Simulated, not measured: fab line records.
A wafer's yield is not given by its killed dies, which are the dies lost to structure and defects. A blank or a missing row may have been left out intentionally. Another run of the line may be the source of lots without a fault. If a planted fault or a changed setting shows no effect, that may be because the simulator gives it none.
A lot that was struck, set against a sound lot | flow n5Finfet | 16 steps out of a route of 1938
Sound: these wafers, L461.2, L461.3, L461.4. Struck: wafer L468.3 (left out: L468.1, L468.5 of the same lot, which were not struck); the cause appears at the end.
For every step that has rows: the tool of each side, followed by ch and its chambers, followed by its first start. Under that, the readings that differ: sound wafers | struck wafers | difference of the means | sigmas: that difference in standard deviations of wafers without a fault.
alike: readings whose means differ by less than 2 such deviations, and words and numbers that are the same on both sides. not compared: withheld readings, readings that some wafer has no value for, bounds like >300 that may hide the same value, and numbers for which the record gives no deviation and whose values overlap.
A row with sigmas, a row that says differs or no value, or rows on one side alone: a step with any of these is where the two part. Numbers that don't overlap but have no deviation are shown without sigmas and don't part them. A reading missing from all wafers of one side parts the sides only when that side holds two or more wafers.

first, 1 step without rows for these wafers: N5_MOL_CONTACT_COAG_STRIP_69 (strips in N2/H2).
N5_MOL_CONTACT_COAG_ETCHBACK_136: etches SiO2 in CHF3, target depth 25 nm, time 16.7 s.
  sound on rieDiel-06 ch 0,1, day 6 11:20; struck on rieDiel-03 ch 3, day 8 04:40
  alike: drypumpMotorCurrentA, oesProductAu, rfVppV, showerheadPlenumPTorr, throttleValvePct
  not compared: rfHoursCounterH
then, 1 step without rows for these wafers: N5_MOL_CONTACT_COAG_STRIP_120 (strips in CHF3).
N5_MOL_CONTACT_COAG_VIA_ETCH_117: etches SiO2 in C4F6/O2, target depth 40 nm, overetch 8 nm, time 26 s.
  sound on rieDiel-06 ch 0,1, day 6 11:22; struck on rieDiel-03 ch 3, day 8 04:42
  alike: drypumpMotorCurrentA, oesProductAu, rfVppV, showerheadPlenumPTorr, throttleValvePct
  not compared: rfHoursCounterH
N5_MOL_CONTACT_COAG_ETCH_124: etches SiNx in CH3F/O2, stops on SiOC, target depth 6.5 nm.
  sound on rieDiel-06 ch 0,1, day 6 11:24; struck on rieDiel-03 ch 3, day 8 04:43
  alike: drypumpMotorCurrentA, oesProductAu, rfVppV, showerheadPlenumPTorr, throttleValvePct
  not compared: rfHoursCounterH
then, 1 step without rows for these wafers: N5_MOL_CONTACT_COAG_ETCH_48 (etches SiOC in C4F6/O2, target depth 15 nm, overetch 4.5 nm, time 17 s).
N5_MOL_CONTACT_COAG_STRIP_72: strips in N2/H2.
  sound on rieDiel-06 ch 0,1, day 6 11:29; struck on rieDiel-03 ch 3, day 8 04:49
  alike: drypumpMotorCurrentA, oesProductAu, rfVppV, showerheadPlenumPTorr, throttleValvePct
  not compared: rfHoursCounterH
N5_MOL_CONTACT_COAG_STRIP_49: strips in N2/H2, time 30 s.
  sound on plasmaAsher-02 ch 0,1, day 6 11:34; struck on plasmaAsher-01 ch 0, day 8 04:54
  alike: drypumpMotorCurrentA, heaterPowerW
  not compared: rfHoursCounterH
then, 2 steps without rows for these wafers: N5_MOL_CONTACT_COAG_PRECLEAN_138 (cleans in alkaline clean, time 60 s); N5_MOL_CONTACT_COAG_SRD_139 (time 30 s).
N5_MOL_CONTACT_COAG_CD_MEAS_101: target cd 16 nm.
  sound on cdSem-01, day 6 11:43; struck on cdSem-02, day 8 05:03
  alike: cdNm
after that, 1 step had no rows for these wafers: N5_MOL_CONTACT_COAG_PRE_CLEAN_121.
N5_MOL_CONTACT_COAG_CVD_140: deposits W, target thk 66.5 nm, time 215 s.
  sound on cvdW-01 ch 0,1, day 6 11:51; struck on cvdW-01 ch 0, day 8 05:11
reading        | sound             | struck | difference | sigmas
runLengthS (s) | 286.1 286.0 286.1 | 438.3  | +152.2     | +99 or more
  alike: heaterPowerW
  not compared: sinceWetCleanH
then, 1 step without rows for these wafers: N5_MOL_CONTACT_COAG_PRECLEAN_127 (cleans in DIW, time 57.5 s).
-- a jump in the record: the struck wafers' starts before and after are 3 days apart (it breaks off in module MOL_CONTACT_COAG and resumes in module BEOL_M4, where the first step shown is number 1111 of the route) --
N5_BEOL_M4_RC_MEAS_101:
  sound on prober-02 ch 0, day 9 10:53; struck on prober-02 ch 0, day 11 00:16
reading        | sound          | struck | difference | sigmas
DIBL_N (mV/V)  | 39.6 40.0 40.5 | 36.5   | -3.5       | -2
DIBL_P (mV/V)  | 38.5 39.4 39.6 | 33.7   | -5.5       | -3
IOFF_P (nA/um) | 0.26 0.27 0.27 | 0.18   | -0.09      | -2
ION_P (uA/um)  | 468 469 471    | 455    | -14        | -2
VT_P (mV)      | -247 -246 -244 | -254   | -8         | -2
  alike: IOFF_N, ION_N, SS_N, SS_P, VT_N
N5_PASSIVATION_PROBE_49:
  rows exist in the record for the sound wafers here (prober-02, day 13 18:17), none for the struck ones

## WHERE THEY PART
At N5_MOL_CONTACT_COAG_CVD_140 first; at N5_PASSIVATION_PROBE_49 last (within this record only).

WHY: the cause the simulator had injected
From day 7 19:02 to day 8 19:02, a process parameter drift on cvdW-01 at N5_MOL_CONTACT_COAG_CVD_140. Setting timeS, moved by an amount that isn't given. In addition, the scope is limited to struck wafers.
